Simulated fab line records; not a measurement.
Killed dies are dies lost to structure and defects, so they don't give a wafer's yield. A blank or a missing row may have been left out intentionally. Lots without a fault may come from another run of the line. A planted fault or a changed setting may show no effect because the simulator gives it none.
Which tool is to blame? || flow nand_harc || 12 lots, 36 wafers sampled, at 1 step of a route of 1302

## WHAT THE GAUGES READ, wafer by wafer
NHARC_P_START_INSPECT_01.
{"lot": "L075", "measured": "day 2 06:02", "on": "defect_inspect-02", "raw_defect_count": "2 2 3"}
{"lot": "L077", "measured": "day 3 02:02", "on": "defect_inspect-02", "raw_defect_count": "3 4 6"}
{"lot": "L079", "measured": "day 3 22:02", "on": "defect_inspect-02", "raw_defect_count": "4 6 4"}
{"lot": "L081", "measured": "day 4 18:02", "on": "defect_inspect-01", "raw_defect_count": "1 5 4"}
{"lot": "L083", "measured": "day 5 14:02", "on": "defect_inspect-01", "raw_defect_count": "1 4 0"}
{"lot": "L085", "measured": "day 6 10:02", "on": "defect_inspect-02", "raw_defect_count": "2 4 4"}
{"lot": "L087", "measured": "day 7 06:02", "on": "defect_inspect-01", "raw_defect_count": "3 7 1"}
{"lot": "L089", "measured": "day 8 02:02", "on": "defect_inspect-02", "raw_defect_count": "5 1 4"}
{"lot": "L091", "measured": "day 8 22:02", "on": "defect_inspect-02", "raw_defect_count": "11 3 2"}
{"lot": "L093", "measured": "day 9 18:02", "on": "defect_inspect-01", "raw_defect_count": "1 2 3"}
{"lot": "L095", "measured": "day 10 14:02", "on": "defect_inspect-02", "raw_defect_count": "6 4 3"}
{"lot": "L097", "measured": "day 11 10:02", "on": "defect_inspect-01", "raw_defect_count": "2 5 8"}

## EACH LOT AND THE TOOL THAT RAN IT (in order: tool; ch and the chambers of the sampled wafers; start)
Before these readings, the record contains no process step.

## THE ANSWER, worked out from the rows above alone
Rule: the usual values come from the lots themselves. Put in order of their means at a reading, lots are off if they are a third of the lots or fewer, leave a main group of 4 or more, and stand apart from it by a gap of 3 or more times the standard deviation of the main group's means; of several such gaps the widest counts. The tables above print the reading to a certain number of digits; a main group whose means all agree to those digits is not used. Also off: a lot with no number at a reading for which 4 or more lots have one. All remaining lots with rows at the step are treated as sound.
Across all readings shown, no lot is off: no conclusion can be drawn from this.

## WHAT WAS PUT IN BY THE SIMULATOR
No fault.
